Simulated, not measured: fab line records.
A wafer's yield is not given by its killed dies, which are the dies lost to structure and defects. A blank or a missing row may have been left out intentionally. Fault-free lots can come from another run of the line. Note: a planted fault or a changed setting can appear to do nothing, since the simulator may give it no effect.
fab line records	flow n5_finfet	part 2 of 2: steps 5 to 6 of 6
record lots=24	wafers=72	last_day=18
route steps=1938 shown SDB@358 DUMMY_REMOVAL@377 HKMG_FIN@406
lots untouched by any fault: they come from a run of this same line in which no faults occurred
start_h: hours from the record's opening day to when the first of the lot's shown wafers began	wait_h: hours since the lot's step before	" the same as in the row above	L1.1+2: a single row standing in for several wafers	- no value, or no start was given	* or withheld: withheld	< > ~ a bound
route shown NAME@n: names a module that has steps shown in the file, with the first one's number in the route	usual: mean and standard deviation over wafers with no fault	same: alike in all rows	chamber/n: place in a boat	sites: the reading at each site	_std_site: the standard deviation of these	_edge_site: inner sites' mean taken away from outer sites' mean	radius_mm: for every site, how far away it sits from the centre of the wafer	mask NAME#n: copy n	behind: the last tool/chamber to shape the wafer	hold: reason for holding the lot/hours on hold/outcome of the hold	device: which transistor (n, p or np) failed to switch	end of line: the same wafers' tests at the end of the route	step lacking rows: just its recipe	killed: dies that structure and defects cost at the first sort, which is not the same as the wafer's yield	map: a wafer's dies, x killed, . not, _ none there
set.NAME: the setting the step ran with; set.NAME@STEP: the setting that earlier step ran with	model.NAME: the simulator's own value behind a step, which no gauge read
the route's steps for a sample of lots (tables are steps, rows are wafers)
services: from which hour (start_h, from the record's first day; less than 0 if before it) a tool's chamber was out of use, for how many hours, and why
## steps
# step N5_DUMMY_REMOVAL_HM_STRIP_01
# recipe chemistry=CH3F/O2	material=SiNx	target_depth_a=40	stop_on=poly-Si	time_s=6.8	over_etch_frac=0.3	ion_energy_ev=60	power_w=410	bias_w=29	Ar_flow_sccm=150	CH3F_flow_sccm=30	O2_flow_sccm=20
# usual drypump_motor_current_A=5.6/0.39	oes_product_au=0.67/0.072	rf_vpp_V=127.8/1.1	showerhead_plenum_p_Torr=2.04/0.091	throttle_valve_pct=16.31/0.25
# same over_etch_frac=0.3
lot.wafer	tool	chamber	start_h	wait_h	drypump_motor_current_A	oes_product_au	rf_hours_counter_h	rf_vpp_V	showerhead_plenum_p_Torr	throttle_valve_pct
L074.2	rie_diel-06	1	73.47	0.0	5.0	0.55	238	127.0	1.89	16.23
L074.5	"	3	"	"	5.6	0.74	-	129.0	2.13	16.08
L074.6	"	2	"	"	5.9	0.57	-	127.2	2.07	16.47
L075.1	rie_diel-05	1	78.96	0.0	5.5	0.65	101	125.6	1.93	16.29
L075.5	"	3	"	"	5.2	0.61	-	127.1	1.90	16.40
L075.6	"	0	"	"	5.9	0.80	-	126.7	1.95	16.03
L076.1	rie_diel-05	0	92.04	0.0	5.8	0.78	5	128.4	1.95	16.03
L076.4	"	2	"	"	4.8	0.65	78	126.6	2.01	16.46
L076.5	"	1	"	"	5.5	0.65	-	127.6	1.92	16.31
L077.1	rie_diel-04	2	94.15	0.0	5.6	0.59	178	127.5	1.90	16.54
L077.2	"	1	"	"	6.0	0.59	190	128.9	2.08	16.35
L077.5	"	3	"	"	5.9	0.60	-	127.3	2.08	16.66
L079.2	rie_diel-04	0	102.93	0.0	6.3	0.72	18	127.6	2.05	16.52
L079.4	"	2	"	"	5.6	0.58	180	126.8	1.90	16.53
L079.5	"	2	"	"	5.7	0.58	-	127.5	1.90	16.56
L078.1	rie_diel-04	1	103.77	0.0	6.0	0.59	193	127.8	2.07	16.35
L078.2	"	3	"	"	5.9	0.60	158	125.0	2.08	16.65
L078.4	"	2	"	"	5.6	0.59	181	127.1	1.90	16.55
L080.4	rie_diel-04	1	111.94	0.0	6.0	0.58	195	127.6	2.07	16.35
L080.5	"	3	"	"	5.9	0.59	-	129.2	2.08	16.65
L080.6	"	2	"	"	5.7	0.58	-	127.6	1.90	16.55
L081.2	rie_diel-06	3	116.74	0.0	5.6	0.72	39	129.0	2.12	16.13
L081.4	"	0	"	"	5.9	0.80	-	128.0	2.15	16.39
L081.5	"	3	"	"	5.6	0.71	-	128.8	2.12	16.13
L082.1	rie_diel-04	1	121.52	0.0	6.0	0.59	199	129.5	2.07	16.37
L082.4	"	3	"	"	5.8	0.59	163	128.0	2.08	16.67
L082.5	"	3	"	"	5.9	0.58	-	127.8	2.08	16.66
L083.2	rie_diel-06	2	128.90	0.1	5.9	0.56	245	127.5	2.07	16.50
L083.5	"	3	"	"	5.6	0.71	-	127.8	2.12	16.12
L083.6	"	2	"	"	5.8	0.56	-	126.9	2.07	16.50
L084.2	rie_diel-05	3	132.92	0.2	5.2	0.59	202	126.3	1.89	16.42
L084.3	"	2	"	"	4.9	0.64	92	126.6	2.01	16.49
L084.4	"	0	"	"	5.8	0.76	19	126.9	1.95	16.06
L085.1	rie_diel-06	2	139.25	0.1	5.9	0.57	249	126.3	2.06	16.50
L085.2	"	3	"	"	5.6	0.70	47	127.8	2.12	16.13
L085.4	"	0	"	"	5.9	0.75	9	128.4	2.14	16.42
L086.2	rie_diel-06	0	150.13	0.1	5.9	0.75	13	128.7	2.14	16.43
L086.3	"	1	"	"	5.0	0.75	7	129.7	2.14	15.77
L086.6	"	1	"	"	5.0	0.75	-	128.2	2.14	15.78
L087.1	rie_diel-06	1	151.80	0.0	5.0	0.75	7	128.6	2.14	15.78
L087.3	"	3	"	"	5.6	0.69	52	130.5	2.12	16.14
L087.4	"	3	"	"	5.6	0.71	-	127.6	2.12	16.14
L088.3	rie_diel-05	3	156.91	0.0	5.1	0.59	210	126.7	1.89	16.44
L088.4	"	0	"	"	5.8	0.74	27	127.8	1.94	16.09
L088.6	"	3	"	"	5.2	0.58	-	127.9	1.89	16.43
L089.1	rie_diel-05	3	163.15	0.0	5.2	0.58	212	126.6	1.89	16.45
L089.2	"	0	"	"	5.9	0.73	29	127.7	1.94	16.09
L089.3	"	2	"	"	4.9	0.63	103	128.3	2.00	16.52
L090.1	rie_diel-06	0	167.69	0.0	5.9	0.74	18	129.4	2.14	16.44
L090.2	"	2	"	"	5.9	0.76	3	126.8	2.06	16.05
L090.5	"	0	"	"	5.9	0.74	-	128.7	2.14	16.44
L091.2	rie_diel-06	1	169.86	0.0	5.0	0.74	12	128.1	2.13	15.76
L091.4	"	3	"	"	5.6	0.70	56	128.6	2.12	16.15
L091.6	"	1	"	"	5.0	0.74	-	129.3	2.13	15.79
L092.2	rie_diel-04	0	178.35	0.1	6.3	0.69	42	128.4	2.04	16.56
L092.3	"	2	"	"	5.7	0.57	205	125.5	1.89	16.58
L092.6	"	2	"	"	5.7	0.57	-	126.4	1.89	16.59
L093.1	rie_diel-06	3	183.45	0.0	5.6	0.69	60	129.1	2.12	16.16
L093.2	"	2	"	"	5.8	0.74	7	127.4	2.06	16.04
L093.5	"	2	"	"	5.9	0.74	-	128.0	2.06	16.03
L094.1	rie_diel-06	1	194.95	0.1	5.0	0.72	19	128.2	2.13	15.80
L094.4	"	2	"	"	5.8	0.74	11	127.8	2.06	16.05
L094.6	"	1	"	"	5.0	0.72	-	129.7	2.13	15.81
L095.2	rie_diel-06	0	212.15	0.1	5.9	0.70	31	128.6	2.14	16.49
L095.4	"	1	"	"	5.0	0.72	24	129.3	2.13	15.79
L095.5	"	1	"	"	5.0	0.71	-	127.8	2.13	15.80
L096.1	rie_diel-05	1	219.16	0.0	5.5	0.62	146	127.9	1.91	16.37
L096.4	"	2	"	"	4.9	0.62	120	128.4	2.00	16.54
L096.5	"	0	"	"	5.8	0.71	-	126.2	1.94	16.13
L097.3	rie_diel-05	1	232.46	0.0	5.5	0.62	150	127.5	1.91	16.37
L097.4	"	0	"	"	5.9	0.69	49	125.7	1.94	16.13
L097.5	"	3	"	"	5.2	0.57	-	127.6	1.88	16.49
# step N5_HKMG_FIN_ETCH_58
# recipe chemistry=N2/H2	target=SOC	target_depth_a=2158	ion_energy_ev=50	bias_w=13	time_s=741	pressure_mtorr=30	source_w=875	n2_flow_sccm=200	h2_flow_sccm=200
# usual drypump_motor_current_A=5.51/0.29	oes_product_au=0.80/0.089	rf_vpp_V=99.1/0.98	showerhead_plenum_p_Torr=2.52/0.092	throttle_valve_pct=17.79/0.19
lot.wafer	tool	chamber	start_h	wait_h	drypump_motor_current_A	oes_product_au	rf_hours_counter_h	rf_vpp_V	showerhead_plenum_p_Torr	throttle_valve_pct
L074.2	rie_diel-03	1	75.72	0.0	5.73	0.82	84	99.1	2.44	17.75
L074.5	"	2	"	"	5.57	0.78	-	97.3	2.32	17.73
L074.6	"	1	"	"	5.70	0.81	-	98.7	2.44	17.74
L075.1	rie_diel-01	0	81.13	0.0	5.42	0.68	216	99.2	2.51	17.75
L075.5	"	2	"	"	5.95	0.91	-	99.4	2.59	17.91
L075.6	"	1	"	"	5.12	0.92	-	99.3	2.59	17.76
L076.1	rie_diel-01	0	93.80	0.0	5.44	0.68	222	101.3	2.51	17.75
L076.4	"	1	"	"	5.11	0.91	41	98.7	2.59	17.76
L076.5	"	1	"	"	5.12	0.92	-	100.3	2.59	17.77
L077.1	rie_diel-01	2	96.41	0.0	5.93	0.89	49	99.9	2.59	17.95
L077.2	"	3	"	"	5.40	0.77	143	100.1	2.56	17.51
L077.5	"	1	"	"	5.12	0.91	-	99.4	2.59	17.76
L079.2	rie_diel-03	3	105.12	0.0	5.76	0.99	5	99.8	2.49	17.56
L079.4	"	3	"	"	5.76	0.98	-	99.2	2.49	17.56
L079.5	"	0	"	"	5.59	0.83	-	98.2	2.69	18.08
L078.1	rie_diel-01	3	106.25	0.0	5.40	0.76	147	98.5	2.56	17.53
L078.2	"	0	"	"	5.46	0.68	229	99.2	2.51	17.76
L078.4	"	2	"	"	5.93	0.89	53	99.0	2.59	17.94
L080.4	rie_diel-02	0	114.23	0.2	5.45	0.72	-	97.9	2.43	17.82
L080.5	"	2	"	"	5.80	0.69	-	98.9	2.60	17.92
L080.6	"	1	"	"	4.93	0.70	-	98.1	2.50	17.74
L081.2	rie_diel-02	0	118.67	0.0	5.43	0.71	178	98.3	2.43	17.82
L081.4	"	2	"	"	5.82	0.69	239	98.5	2.60	17.94
L081.5	"	3	"	"	5.43	0.75	-	99.5	2.44	18.15
L082.1	rie_diel-02	3	123.62	0.0	5.40	0.76	139	99.3	2.44	18.15
L082.4	"	1	"	"	4.93	0.70	235	100.2	2.50	17.75
L082.5	"	2	"	"	5.80	0.69	-	100.7	2.60	17.93
L083.2	rie_diel-01	2	130.99	0.0	5.92	0.86	61	99.6	2.58	17.97
L083.5	"	3	"	"	5.46	0.75	-	99.9	2.56	17.53
L083.6	"	0	"	"	5.46	0.67	-	98.0	2.50	17.79
L084.2	rie_diel-03	0	135.34	0.0	5.57	0.82	77	99.2	2.69	18.12
L084.3	"	3	"	"	5.76	0.93	17	98.8	2.49	17.56
L084.4	"	2	"	"	5.58	0.75	170	98.4	2.31	17.79
L085.1	rie_diel-02	1	141.48	0.0	4.92	0.68	243	99.5	2.49	17.76
L085.2	"	3	"	"	5.41	0.74	146	98.8	2.44	18.18
L085.4	"	2	"	"	5.76	0.68	248	99.8	2.60	17.95
L086.2	rie_diel-01	2	152.08	0.0	5.93	0.86	69	98.7	2.58	17.98
L086.3	"	1	"	"	5.12	0.88	63	98.7	2.58	17.80
L086.6	"	1	"	"	5.12	0.88	-	97.2	2.58	17.80
L087.1	rie_diel-03	3	153.57	0.0	5.80	0.92	22	99.4	2.49	17.57
L087.3	"	1	"	"	5.69	0.78	117	97.5	2.43	17.81
L087.4	"	0	"	"	5.58	0.81	83	100.4	2.68	18.12
L088.3	rie_diel-03	0	158.80	0.0	5.58	0.81	86	101.1	2.68	18.12
L088.4	"	1	"	"	5.72	0.77	120	99.7	2.43	17.80
L088.6	"	2	"	"	5.57	0.74	-	98.1	2.31	17.79
L089.1	rie_diel-03	1	165.37	0.0	5.71	0.78	122	99.2	2.43	17.81
L089.2	"	0	"	"	5.56	0.81	88	100.6	2.68	18.13
L089.3	"	2	"	"	5.60	0.75	180	98.1	2.31	17.81
L090.1	rie_diel-03	0	169.97	0.0	5.57	0.79	89	101.3	2.68	18.14
L090.2	"	1	"	"	5.71	0.77	124	99.5	2.43	17.82
L090.5	"	1	"	"	5.73	0.77	-	98.5	2.43	17.81
L091.2	rie_diel-01	3	172.22	0.0	5.44	0.75	173	98.7	2.55	17.55
L091.4	"	2	"	"	5.95	0.85	-	100.2	2.57	18.00
L091.6	"	1	"	"	5.11	0.86	-	99.6	2.57	17.82
L092.2	rie_diel-01	1	180.80	0.0	5.12	0.86	76	100.2	2.57	17.83
L092.3	"	2	"	"	5.95	0.85	82	99.4	2.57	18.01
L092.6	"	2	"	"	5.95	0.85	-	100.1	2.57	17.98
L093.1	rie_diel-01	3	185.68	0.0	5.44	0.74	177	100.1	2.55	17.56
L093.2	"	0	"	"	5.48	1.00	1	98.4	2.50	17.46
L093.5	"	0	"	"	5.48	1.01	-	98.7	2.50	17.46
L094.1	rie_diel-01	0	197.08	0.0	5.52	1.01	5	98.6	2.50	17.47
L094.4	"	3	"	"	5.41	0.74	182	99.6	2.54	17.55
L094.6	"	3	"	"	5.41	0.73	-	98.9	2.54	17.56
L095.2	rie_diel-02	0	214.26	0.0	5.46	0.70	212	100.3	2.41	17.89
L095.4	"	3	"	"	5.39	0.73	171	97.8	2.43	18.21
L095.5	"	2	"	"	5.79	0.91	-	100.0	2.59	17.50
L096.1	rie_diel-01	1	220.93	0.0	5.12	0.84	88	98.6	2.57	17.87
L096.4	"	3	"	"	5.41	0.72	190	98.2	2.54	17.57
L096.5	"	3	"	"	5.41	0.73	-	99.4	2.54	17.58
L097.3	rie_diel-01	3	234.34	0.0	5.42	0.73	194	98.9	2.54	17.59
L097.4	"	2	"	"	5.94	0.83	100	100.2	2.57	18.01
L097.5	"	1	"	"	5.12	0.84	-	99.3	2.56	17.85
## services
tool	chamber	start_h	hours	kind
rie_diel-03	1	47.32	13.0	repair
rie_diel-06	1	52.52	5.0	repair
rie_diel-02	2	64.65	7.3	repair
rie_diel-01	2	65.93	13.0	repair
rie_diel-02	-	70.76	33.9	repair
rie_diel-05	1	79.71	3.2	repair
rie_diel-03	3	79.78	-	clean
rie_diel-03	3	79.78	-	consumable_replace:focus_ring
rie_diel-03	3	79.78	17.9	scheduled_down
rie_diel-03	3	79.78	17.9	vent_cycle
rie_diel-02	3	106.41	11.6	repair
rie_diel-02	2	150.55	-	clean
rie_diel-02	2	150.55	-	consumable_replace:focus_ring
rie_diel-02	-	151.44	0.6	repair
rie_diel-01	0	165.02	-	clean
rie_diel-01	0	165.02	-	consumable_replace:focus_ring
rie_diel-01	0	165.02	16.3	scheduled_down
rie_diel-01	0	165.02	16.3	vent_cycle
rie_diel-02	1	168.17	-	clean
rie_diel-02	1	168.17	-	consumable_replace:focus_ring
rie_diel-03	3	201.09	8.5	repair
rie_diel-01	1	205.35	2.7	repair
plasma_asher-02	-	205.65	2.8	pm
rie_diel-06	1	231.72	4.9	repair
